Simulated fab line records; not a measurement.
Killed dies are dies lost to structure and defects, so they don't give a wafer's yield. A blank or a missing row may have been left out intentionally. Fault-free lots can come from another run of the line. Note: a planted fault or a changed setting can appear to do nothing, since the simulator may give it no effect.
Chamber matching    flow n5Finfet    3 sister chambers for N5_BEOL_M10_PECVD_70 on pecvd-03
The step deposits SiO2 from TEOS/O2, target thk 20 nm, time 22.7 s. 20 wafers are shown with their chamber, then 10 later ones without.

WAFERS PAIRED WITH THEIR CHAMBERS
wafer   chamber  throttleValvePct (%)  showerheadPlenumPTorr (Torr)  heaterPowerW (W)
L075.1  0        23.7                  8.76                          576
L075.4  2        20.7                  8.89                          822
L075.5  0        23.5                  8.73                          569
L077.1  1        22.5                  8.80                          659
L077.2  2        21.0                  8.87                          839
L077.4  0        23.6                  8.72                          591
L078.1  2        20.7                  8.87                          755
L078.2  0        23.7                  8.75                          526
L078.6  2        20.4                  8.86                          729
L079.1  0        23.7                  8.72                          521
L079.3  2        20.7                  8.87                          904
L079.5  0        23.7                  8.72                          535
L083.3  0        23.9                  8.73                          568
L083.4  0        23.7                  8.76                          563
L083.5  2        20.7                  8.89                          766
L085.2  2        20.8                  8.86                          834
L085.5  1        22.6                  8.80                          705
L085.6  2        20.8                  8.88                          819
L089.2  2        20.8                  8.88                          877
L089.4  2        21.0                  8.86                          892

SIGNATURES (means of the wafers above)
reading                chamber 0  chamber 1  chamber 2  scatter within a chamber
throttleValvePct       23.688     22.550     20.760     0.145
showerheadPlenumPTorr  8.7363     8.8000     8.8730     0.0141
heaterPowerW           556.12     682.00     823.70     46.6
Rule: a wafer's distance from a chamber is the root of the sum, over the readings, of the square of ((its reading less the chamber's mean) divided by the reading's scatter). The wafer belongs to the nearest chamber; if the next one is less than 2 further off, it can't be placed. How the scatter is found: for the shown wafers, subtract from each reading the mean of its chamber, square and add these, divide the total by (wafers less chambers), then take the root.

WAFERS WITHOUT THEIR CHAMBER
wafer   throttleValvePct (%)  showerheadPlenumPTorr (Torr)  heaterPowerW (W)
L089.6  23.5                  8.75                          472
L091.4  23.5                  8.73                          516
L091.5  22.4                  8.83                          683
L091.6  20.9                  8.86                          880
L092.1  20.8                  8.85                          865
L092.2  23.6                  8.77                          587
L092.4  22.5                  8.81                          747
L094.1  23.7                  8.73                          536
L094.3  22.1                  8.79                          704
L094.6  23.7                  8.75                          528

WHICH CHAMBER EACH ONE RAN IN
wafer   from the rows above  in truth
L089.6  0                    0
L091.4  0                    0
L091.5  1                    1
L091.6  2                    2
L092.1  2                    2
L092.2  0                    0
L092.4  1                    1
L094.1  0                    0
L094.3  1                    1
L094.6  0                    0
Correctly placed: 10 of 10. Number that these rows cannot place: 0. 0 placed wrongly.
